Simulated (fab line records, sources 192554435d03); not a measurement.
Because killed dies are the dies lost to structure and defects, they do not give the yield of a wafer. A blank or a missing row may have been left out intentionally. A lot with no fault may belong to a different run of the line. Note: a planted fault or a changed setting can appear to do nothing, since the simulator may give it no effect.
Matching of chambers / flow n5-finfet / rie-diel-02 running N5_BEOL_M1_DESCUM_16: 4 sister chambers
The step chemistry O2, time 7 s. 16 wafers are shown with their chamber, then 8 later ones without.

WAFERS, EACH WITH ITS CHAMBER
wafer=L075.1; chamber=3; throttle-valve-pct (%)=20.63; drypump-motor-current-A (A)=5.4; showerhead-plenum-p-Torr (Torr)=2.09
wafer=L075.5; chamber=2; throttle-valve-pct (%)=20.76; drypump-motor-current-A (A)=6.4; showerhead-plenum-p-Torr (Torr)=2.13
wafer=L075.6; chamber=3; throttle-valve-pct (%)=20.63; drypump-motor-current-A (A)=5.4; showerhead-plenum-p-Torr (Torr)=2.10
wafer=L081.1; chamber=1; throttle-valve-pct (%)=20.27; drypump-motor-current-A (A)=5.7; showerhead-plenum-p-Torr (Torr)=2.02
wafer=L081.2; chamber=3; throttle-valve-pct (%)=20.64; drypump-motor-current-A (A)=5.4; showerhead-plenum-p-Torr (Torr)=2.09
wafer=L081.5; chamber=3; throttle-valve-pct (%)=20.63; drypump-motor-current-A (A)=5.4; showerhead-plenum-p-Torr (Torr)=2.09
wafer=L085.1; chamber=0; throttle-valve-pct (%)=20.09; drypump-motor-current-A (A)=5.4; showerhead-plenum-p-Torr (Torr)=2.07
wafer=L085.4; chamber=2; throttle-valve-pct (%)=20.76; drypump-motor-current-A (A)=6.5; showerhead-plenum-p-Torr (Torr)=2.12
wafer=L085.5; chamber=1; throttle-valve-pct (%)=20.27; drypump-motor-current-A (A)=5.7; showerhead-plenum-p-Torr (Torr)=2.02
wafer=L086.2; chamber=3; throttle-valve-pct (%)=20.66; drypump-motor-current-A (A)=5.4; showerhead-plenum-p-Torr (Torr)=2.09
wafer=L086.5; chamber=3; throttle-valve-pct (%)=20.67; drypump-motor-current-A (A)=5.4; showerhead-plenum-p-Torr (Torr)=2.09
wafer=L086.6; chamber=2; throttle-valve-pct (%)=20.78; drypump-motor-current-A (A)=6.4; showerhead-plenum-p-Torr (Torr)=2.12
wafer=L088.2; chamber=0; throttle-valve-pct (%)=20.10; drypump-motor-current-A (A)=5.4; showerhead-plenum-p-Torr (Torr)=2.07
wafer=L088.4; chamber=3; throttle-valve-pct (%)=20.65; drypump-motor-current-A (A)=5.4; showerhead-plenum-p-Torr (Torr)=2.09
wafer=L088.6; chamber=1; throttle-valve-pct (%)=20.27; drypump-motor-current-A (A)=5.7; showerhead-plenum-p-Torr (Torr)=2.02
wafer=L091.1; chamber=0; throttle-valve-pct (%)=20.10; drypump-motor-current-A (A)=5.4; showerhead-plenum-p-Torr (Torr)=2.07

SIGNATURES (means of the wafers above)
reading=throttle-valve-pct; chamber 0=20.0967; chamber 1=20.2700; chamber 2=20.7667; chamber 3=20.6443; scatter within a chamber=0.0126
reading=drypump-motor-current-A; chamber 0=5.400; chamber 1=5.700; chamber 2=6.433; chamber 3=5.400; scatter within a chamber=0.0236
reading=showerhead-plenum-p-Torr; chamber 0=2.0700; chamber 1=2.0200; chamber 2=2.1233; chamber 3=2.0914; scatter within a chamber=0.00356
Rule: a wafer's distance from a chamber is the root of the sum, over the readings, of the square of ((its reading less the chamber's mean) divided by the reading's scatter). If the next closest chamber is less than 2 further off than the closest, the wafer can't be placed; otherwise it belongs to the closest. The scatter: take each reading less its chamber's mean, square it, sum over the shown wafers, divide by the number of wafers less the number of chambers, and take the root.

WAFERS MISSING THEIR CHAMBER
wafer=L091.2; throttle-valve-pct (%)=20.29; drypump-motor-current-A (A)=5.7; showerhead-plenum-p-Torr (Torr)=2.02
wafer=L091.6; throttle-valve-pct (%)=20.29; drypump-motor-current-A (A)=5.7; showerhead-plenum-p-Torr (Torr)=2.02
wafer=L092.3; throttle-valve-pct (%)=20.77; drypump-motor-current-A (A)=6.5; showerhead-plenum-p-Torr (Torr)=2.12
wafer=L092.4; throttle-valve-pct (%)=20.30; drypump-motor-current-A (A)=5.7; showerhead-plenum-p-Torr (Torr)=2.02
wafer=L092.5; throttle-valve-pct (%)=20.12; drypump-motor-current-A (A)=5.4; showerhead-plenum-p-Torr (Torr)=2.07
wafer=L096.1; throttle-valve-pct (%)=20.28; drypump-motor-current-A (A)=5.7; showerhead-plenum-p-Torr (Torr)=2.01
wafer=L096.2; throttle-valve-pct (%)=20.80; drypump-motor-current-A (A)=6.5; showerhead-plenum-p-Torr (Torr)=2.11
wafer=L096.3; throttle-valve-pct (%)=20.69; drypump-motor-current-A (A)=5.4; showerhead-plenum-p-Torr (Torr)=2.08

WHICH CHAMBER EACH WENT THROUGH
wafer=L091.2; from the rows above=1; in truth=1
wafer=L091.6; from the rows above=1; in truth=1
wafer=L092.3; from the rows above=2; in truth=2
wafer=L092.4; from the rows above=1; in truth=1
wafer=L092.5; from the rows above=0; in truth=0
wafer=L096.1; from the rows above=1; in truth=1
wafer=L096.2; from the rows above=2; in truth=2
wafer=L096.3; from the rows above=3; in truth=3
Correct placement for 8 of the 8. Number that these rows cannot place: 0. Number placed wrongly: 0.
